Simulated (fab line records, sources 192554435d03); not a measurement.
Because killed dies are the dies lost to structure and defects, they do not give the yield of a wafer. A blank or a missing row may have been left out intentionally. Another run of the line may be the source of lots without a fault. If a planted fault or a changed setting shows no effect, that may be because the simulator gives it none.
Code-filled problem report in 8D (eight disciplines) form    flow n5_finfet    the parts of the form that need people (team, actions taken, sign-off) are left out

1. THE PROBLEM
Mean of exposure_dose_mJ_cm2 at N5_BEOL_M9_EXPOSE_25: 36.42 over 3 wafers from 1 lot, against 37.19 (standard deviation 0.17) on wafers with no fault. That puts it -4.5 standard deviations away from the usual mean.
The step: exposes mask V8.
Seen first at day 14 00:52 on euv_scanner-01, wafer L671.2. The record has a number at this step for 36 wafers belonging to 12 lots. The rule behind "out" and "out of limits": a value lying over 4 standard deviations away from the usual mean. All remaining wafers that have a number are taken as sound.

2. WHAT THIS IS AND IS NOT
question                     is                      is not
which readings at this step  exposure_dose_mJ_cm2    -
which lots                   L671                    L653, L654, L656, L658, L660, L661, L662, L663, L664, L666, L667
which wafers of those lots   all that have a number  -
read on which tools          euv_scanner-01          euv_scanner-02
when                         from day 14 00:52       up to then (33 sound wafers)

3. WHAT RULES OUT EACH SUSPECT
Counting: a tool at a process step up to the reading stays a suspect if it ran every lot that is out and no sound lot after the first of them.
- euv_scanner-01 at N5_BEOL_M9_EXPOSE_25 (exposes mask V8): kept. It ran the lot that is out, L671 (day 14 00:52), and no sound lot after that; its last sound lot up to then is L667 (day 13 07:38). On those wafers its own readings are out: exposure_dose_mJ_cm2.
After counting, what remains is euv_scanner-01 at N5_BEOL_M9_EXPOSE_25.

4. THE CAUSE (what the simulator had put in)
Process parameter drift: euv_scanner-01, from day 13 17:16 on, at N5_BEOL_M9_EXPOSE_25. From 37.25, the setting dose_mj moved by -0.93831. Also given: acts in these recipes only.
After counting, this tool was the only one left.

5. THE EFFECT CHAIN, in route order
Rows list readings where the struck wafers' mean (over those with a number) sits beyond 3 standard deviations from the usual. Only readings for which the record gives a usual standard deviation are gone through. hours: the time from each lot's start at the first step in this table that gives one to its start at this step, as a median over the lots. sigmas: the change in usual standard deviations.
hours  step                  reading               usual  on struck wafers  change  sigmas
0      N5_BEOL_M9_EXPOSE_25  exposure_dose_mJ_cm2  37.19  36.42             -0.77   -4.5
Process steps it contains:
- N5_BEOL_M9_EXPOSE_25: exposes mask V8.
Later steps that measure or inspect, where all struck wafers having a row at the step show a number for every such reading and not one has moved that far: N5_BEOL_M9_OVL_MEAS_29.

6. HOW IT WOULD HAVE BEEN CAUGHT EARLIER
8 hours passed between the start of the fault at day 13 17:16 and the first reading out of limits in this record, taken at day 14 00:52.
